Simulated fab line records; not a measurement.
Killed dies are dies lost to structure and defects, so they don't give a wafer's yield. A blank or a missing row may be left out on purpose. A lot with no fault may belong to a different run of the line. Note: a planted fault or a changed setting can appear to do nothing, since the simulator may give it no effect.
Matching of chambers	flow n5_finfet	3 sister chambers for N5_ILD0_ALD_15 on ald_sin-01
The step deposits SiNx, target thk 24 nm, pulse time 1 s, ald cycles 480. 14 wafers are shown with their chamber, then 7 later ones without.

== WAFERS, EACH WITH ITS CHAMBER ==
wafer	chamber	heater_power_w (W)	precursor_pulse_height_rel
L895.1	0	761	0.994
L895.4	0	762	0.993
L895.6	1	875	0.988
L899.1	1	881	1.010
L899.5	2	791	1.027
L899.6	1	849	1.036
L901.3	2	794	0.995
L901.6	0	750	1.004
L902.2	1	882	0.984
L902.4	1	869	1.022
L902.5	2	794	0.978
L903.1	2	779	1.011
L903.2	0	774	0.991
L903.4	1	860	1.019

SIGNATURES, as means of the wafers listed above
reading	chamber 0	chamber 1	chamber 2	scatter within a chamber
heater_power_w	761.75	869.33	789.50	10.7
precursor_pulse_height_rel	0.99550	1.00983	1.00275	0.0178
Rule: a wafer's distance from a chamber is the root of the sum, over the readings, of the square of ((its reading less the chamber's mean) divided by the reading's scatter). The wafer belongs to the nearest chamber; if the next one is less than 2 further off, it can't be placed. How the scatter is found: for the shown wafers, subtract from each reading the mean of its chamber, square and add these, divide the total by (wafers less chambers), then take the root.

== WAFERS MISSING THEIR CHAMBER ==
wafer	heater_power_w (W)	precursor_pulse_height_rel
L904.3	759	1.010
L904.5	797	0.977
L906.2	806	0.984
L906.5	861	0.994
L906.6	807	0.976
L908.4	780	1.013
L908.5	796	0.975

== THE CHAMBER EACH PASSED THROUGH ==
wafer	from the rows above	in truth
L904.3	0	0
L904.5	can't be placed: 2 or 0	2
L906.2	2	2
L906.5	1	1
L906.6	2	2
L908.4	can't be placed: 2 or 0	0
L908.5	can't be placed: 2 or 0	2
Correctly placed: 4 of 7. Cannot be placed on the basis of these rows: 3; the candidates contain the true chamber in 3. Number placed wrongly: 0.
